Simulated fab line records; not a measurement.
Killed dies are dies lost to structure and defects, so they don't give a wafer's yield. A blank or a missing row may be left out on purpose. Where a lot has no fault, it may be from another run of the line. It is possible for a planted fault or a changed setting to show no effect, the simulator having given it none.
Matching of chambers | flow n5 finfet | N5_BEOL_M7_ETCH_66 on rie diel-01: 4 sister chambers
The step etches SOC in N2/H2, target depth 80 nm, overetch 16 nm, time 120 s. 4 wafers are shown with their chamber, then 8 later ones without.

EACH WAFER AND ITS CHAMBER
wafer  | chamber | drypump motor current A (A)
L079.3 | 2       | 6.3
L083.1 | 1       | 5.5
L083.5 | 0       | 5.7
L094.2 | 3       | 5.4

WAFERS WITH NO CHAMBER GIVEN
wafer  | drypump motor current A (A)
L094.3 | 5.6
L094.5 | 6.3
L096.2 | 5.4
L096.3 | 5.5
L096.6 | 5.5
L097.1 | 6.2
L097.3 | 5.7
L097.6 | 5.7

WHICH CHAMBER EACH WENT THROUGH
wafer  | from the rows above     | in truth
L094.3 | can't be placed: 1 or 0 | 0
L094.5 | 2                       | 2
L096.2 | 3                       | 3
L096.3 | 1                       | 1
L096.6 | 1                       | 1
L097.1 | 2                       | 2
L097.3 | 0                       | 0
L097.6 | 0                       | 0
Placed correctly: 7 of 8. These rows do not allow placing 1 (true chamber among the candidates in 1). Wrongly placed: 0.
How it was worked out, from the rows above alone: a wafer's distance from a chamber is the root of the sum, over the readings, of the square of ((its reading less the chamber's mean) divided by the reading's scatter). The wafer belongs to the nearest chamber; if the next one is less than 2 further off, it can't be placed. For every chamber, the mean is computed from those of its wafers that are shown. The scatter: root of mean squared gap, hidden wafer to nearest shown wafer, with one shown wafer a chamber.
